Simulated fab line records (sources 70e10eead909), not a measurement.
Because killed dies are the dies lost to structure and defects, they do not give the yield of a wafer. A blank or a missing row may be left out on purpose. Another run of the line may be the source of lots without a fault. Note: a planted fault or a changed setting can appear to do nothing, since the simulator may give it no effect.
Which tool was responsible?	flow nand_harc	42 wafers from 14 lots sampled at 4 of the route's 1302 steps

== WHAT EACH GAUGE READ, for each wafer ==
The record holds no reading of a measuring or inspecting step that can be judged against a usual standard deviation.

== WHAT TOOL EACH LOT RAN ON (gives the tool, then ch and the chambers of the sampled wafers, and finally the start) ==
lot	NHARC_P_GATE_ETCHBACK_37	NHARC_P_GATE_DESCUM_48	NHARC_P_CONTACT_EXPOSE_09	NHARC_P_CONTACT_DEGAS_38
L583	rie_diel-02 ch 0,3, day 5 17:43 or earlier	rie_diel-02 ch 0,1,3, day 5 17:43	arfi_scanner-02 ch 0, day 6 01:32	pvd_sputter-02, day 6 03:26
L584	rie_diel-11 ch 0,1,3, day 5 19:02 or earlier	rie_diel-04 ch 0,2,3, day 5 19:02	arfi_scanner-02, day 8 08:29	pvd_sputter-02, day 8 10:33
L586	rie_diel-02 ch 0,2, day 6 19:21 or earlier	rie_diel-11 ch 1,3, day 6 19:21	arfi_scanner-03 ch 0, day 7 03:37	pvd_sputter-03, day 7 05:31
L587	rie_diel-11 ch 1,2,3, day 7 02:17 or earlier	rie_diel-04 ch 1,2,3, day 7 02:17	arfi_scanner-02 ch 0, day 7 10:18	pvd_sputter-02, day 7 12:13
L588	rie_diel-04 ch 0,1,2, day 7 13:22 or earlier	rie_diel-04 ch 0,2, day 7 13:22	arfi_scanner-03, day 7 21:15	pvd_sputter-01, day 7 23:09
L595	rie_diel-11 ch 0,1, day 10 16:50 or earlier	rie_diel-04 ch 0,2, day 10 16:50	arfi_scanner-03 ch 0, day 11 00:27	pvd_sputter-01, day 11 02:22
L596	rie_diel-04 ch 1,2,3, day 11 11:14 or earlier	rie_diel-02 ch 0,3, day 11 11:14	arfi_scanner-01 ch 0, day 11 19:16	pvd_sputter-03, day 11 21:14
L597	rie_diel-04 ch 0,1, day 11 11:32 or earlier	rie_diel-11 ch 0,2,3, day 11 11:32	arfi_scanner-01 ch 0, day 11 19:56	pvd_sputter-01, day 11 21:51
L599	rie_diel-02 ch 0,1, day 12 00:23 or earlier	rie_diel-02 ch 0,2,3, day 12 00:23	arfi_scanner-02 ch 0, day 12 08:15	pvd_sputter-02, day 12 10:33
L601	rie_diel-11 ch 0,1,2, day 12 19:17 or earlier	rie_diel-04 ch 0,1,3, day 12 19:17	arfi_scanner-01 ch 0, day 13 03:14	pvd_sputter-03, day 13 05:08
L603	rie_diel-02 ch 0,3, day 13 21:39 or earlier	rie_diel-02 ch 0,1,3, day 13 21:39	arfi_scanner-01 ch 0, day 14 05:32	pvd_sputter-02, day 14 07:26
L604	rie_diel-11 ch 0,1,3, day 14 08:20 or earlier	rie_diel-11 ch 0,2,3, day 14 08:20	arfi_scanner-03 ch 0, day 14 16:14	pvd_sputter-01, day 14 18:09
L605	rie_diel-11 ch 0,3, day 14 15:02 or earlier	rie_diel-02 ch 0,2,3, day 14 15:02	arfi_scanner-03 ch 0, day 14 22:56	pvd_sputter-03, day 15 00:51
L606	rie_diel-11 ch 0,1, day 15 00:56 or earlier	rie_diel-02 ch 0,1,3, day 15 00:56	arfi_scanner-03 ch 0, day 15 08:31	pvd_sputter-03, day 15 10:28
- NHARC_P_GATE_ETCHBACK_37: etches the open film in CHF3/O2, target depth 34.5 nm, time 17.2 s.
- NHARC_P_GATE_DESCUM_48: chemistry O2, time 3 s.
- NHARC_P_CONTACT_EXPOSE_09: exposes mask P CA, target cd 90 nm.
- NHARC_P_CONTACT_DEGAS_38: time 60 s.

== WHAT THE TOOLS THEMSELVES READ (means of the sampled wafers that have a number; where no wafer has one, the mark that the record gives instead) ==
NHARC_P_GATE_ETCHBACK_37.
lot	tool	drypump_motor_current_A (A)	oes_product_au (a.u.)	rf_vpp_V (V)	showerhead_plenum_p_Torr (Torr)	throttle_valve_pct (%)
L583	rie_diel-02	6.1	0.96	371.2	2.47	20.570
L584	rie_diel-11	5.8	0.92	370.3	2.38	20.570
L586	rie_diel-02	6.1	0.93	372.6	2.52	20.571
L587	rie_diel-11	5.8	0.92	371.3	2.43	20.575
L588	rie_diel-04	5.8	1.00	371.2	2.44	20.565
L595	rie_diel-11	5.3	0.92	371.6	2.41	20.573
L596	rie_diel-04	5.8	0.91	371.7	2.44	20.576
L597	rie_diel-04	5.6	0.92	372.6	2.48	20.570
L599	rie_diel-02	6.0	0.93	372.0	2.49	20.571
L601	rie_diel-11	5.5	0.94	371.5	2.42	20.566
L603	rie_diel-02	6.1	0.94	372.0	2.46	20.572
L604	rie_diel-11	5.8	0.94	370.0	2.38	20.573
L605	rie_diel-11	6.2	0.95	369.0	2.35	20.566
L606	rie_diel-11	5.5	0.92	369.7	2.36	20.572

NHARC_P_GATE_DESCUM_48.
lot	tool	drypump_motor_current_A (A)	oes_product_au (a.u.)	rf_vpp_V (V)	showerhead_plenum_p_Torr (Torr)	throttle_valve_pct (%)
L583	rie_diel-02	6.1	1.008	57.6	1.96	11.316
L584	rie_diel-04	6.2	0.990	57.6	2.00	11.308
L586	rie_diel-11	5.6	0.998	57.8	1.94	11.319
L587	rie_diel-04	5.8	0.998	57.9	1.95	11.310
L588	rie_diel-04	6.2	0.991	57.2	2.00	11.315
L595	rie_diel-04	6.4	0.992	57.4	1.95	11.312
L596	rie_diel-02	6.1	1.011	58.6	1.97	11.324
L597	rie_diel-11	6.0	1.003	57.7	1.90	11.307
L599	rie_diel-02	6.1	1.004	59.0	1.99	11.323
L601	rie_diel-04	5.7	0.998	58.1	1.99	11.300
L603	rie_diel-02	6.1	1.011	58.0	1.96	11.306
L604	rie_diel-11	6.0	0.999	58.2	1.90	11.307
L605	rie_diel-02	6.1	1.012	57.6	1.98	11.307
L606	rie_diel-02	6.1	1.014	58.2	1.96	11.312

NHARC_P_CONTACT_EXPOSE_09.
lot	tool	exposure_dose_mJ_cm2	focus_offset_nm (nm)
L583	arfi_scanner-02	81.43	0.3
L584	arfi_scanner-02	-	-
L586	arfi_scanner-03	81.23	-1.2
L587	arfi_scanner-02	81.29	-0.1
L588	arfi_scanner-03	-	-
L595	arfi_scanner-03	81.17	0.2
L596	arfi_scanner-01	81.22	-0.1
L597	arfi_scanner-01	81.21	0.4
L599	arfi_scanner-02	81.20	0.2
L601	arfi_scanner-01	81.23	0.2
L603	arfi_scanner-01	81.26	-0.1
L604	arfi_scanner-03	81.33	0.4
L605	arfi_scanner-03	81.18	-0.5
L606	arfi_scanner-03	81.19	-0.8

NHARC_P_CONTACT_DEGAS_38.
lot	tool	heater_power_w (W)
L583	pvd_sputter-02	416
L584	pvd_sputter-02	421
L586	pvd_sputter-03	477
L587	pvd_sputter-02	417
L588	pvd_sputter-01	548
L595	pvd_sputter-01	423
L596	pvd_sputter-03	437
L597	pvd_sputter-01	492
L599	pvd_sputter-02	428
L601	pvd_sputter-03	455
L603	pvd_sputter-02	448
L604	pvd_sputter-01	461
L605	pvd_sputter-03	450
L606	pvd_sputter-03	471

== THE ANSWER, worked out from the rows above alone ==
Rule: the lots themselves supply what counts as usual. Put in order of their means at a reading, lots are off if they are a third of the lots or fewer, leave a main group of 4 or more, and stand apart from it by a gap of 3 or more times the standard deviation of the main group's means; of several such gaps the widest counts. Not used: any main group whose means are identical at the precision the tables above print for the reading. Also off: a lot with no number at a reading for which 4 or more lots have one. Any other lot the step has rows for is counted as sound. First the gauges in route order, then the tools' own readings, where a lot's mean is used as printed above. At the first step where some lot is off, the reading lying furthest off is the one used; lots without a number count as furthest.
Off: L584, L588, at NHARC_P_CONTACT_EXPOSE_09 (exposure_dose_mJ_cm2). Without a number there: L584, L588. The main group has a mean of 81.25 with a standard deviation of 0.071.
If a tool, at that step or one of the process steps before it, ran each lot that is off and ran no sound lot following the first of them, it fits. NHARC_P_GATE_ETCHBACK_37 gives no start for some lots, so the hours and the order of its lots are those of NHARC_P_GATE_DESCUM_48. No candidate that was tried fits.

== WHAT THE SIMULATOR PUT IN ==
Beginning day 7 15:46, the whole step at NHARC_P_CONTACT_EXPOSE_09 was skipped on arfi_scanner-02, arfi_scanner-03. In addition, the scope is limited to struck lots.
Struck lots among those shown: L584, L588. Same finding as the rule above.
